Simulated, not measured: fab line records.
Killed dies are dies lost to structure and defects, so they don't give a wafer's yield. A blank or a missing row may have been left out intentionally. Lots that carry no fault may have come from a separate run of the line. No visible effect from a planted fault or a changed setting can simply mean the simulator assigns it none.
Chamber matching    flow n5 finfet    4 sister chambers for N5_MIM_TOP_ALD_00 on ald hk-03
The step deposits Al2O3, purge time 3 s, co reactant pulse time 3 s. 4 wafers are shown with their chamber, then 12 later ones without.

EACH WAFER AND ITS CHAMBER
wafer   chamber  precursor pulse height rel
L089.2  0        1.006
L095.1  1        1.030
L095.2  2        0.952
L095.3  3        1.018

WAFERS WITH NO CHAMBER GIVEN
wafer   precursor pulse height rel
L095.4  1.007
L095.5  1.000
L095.6  1.011
L093.1  1.050
L093.4  1.026
L093.6  0.974
L097.1  0.994
L097.2  1.010
L097.4  1.007
L096.1  1.004
L096.3  0.959
L096.6  1.042

CHAMBER TAKEN BY EACH
wafer    from the rows above            in truth
L095.4   can't be placed: 0 or 3        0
L095.5   can't be placed: 0 or 3        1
L095.6   can't be placed: 0 or 3 or 1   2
L093.1   can't be placed: 1 or 3        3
L093.4   can't be placed: 1 or 3 or 0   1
L093.6   can't be placed: 2 or 0        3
L097.1   can't be placed: 0 or 3        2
L097.2   can't be placed: 0 or 3 or 1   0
L097.4   can't be placed: 0 or 3        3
L096.1   can't be placed: 0 or 3        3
L096.3   2                              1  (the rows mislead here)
L096.6   can't be placed: 1 or 3        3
0 of 12 placed correctly. Not placeable from these rows: 11 (in 7, the candidates include the true chamber). Number placed wrongly: 1.
How it was worked out, from the rows above alone: a wafer's distance from a chamber is the root of the sum, over the readings, of the square of ((its reading less the chamber's mean) divided by the reading's scatter). The wafer belongs to the nearest chamber; if the next one is less than 2 further off, it can't be placed. The mean given for a chamber averages the wafers shown for that chamber. The scatter (one wafer shown for each chamber): square how far every hidden wafer sits from the nearest shown wafer, average those squares and take the square root.
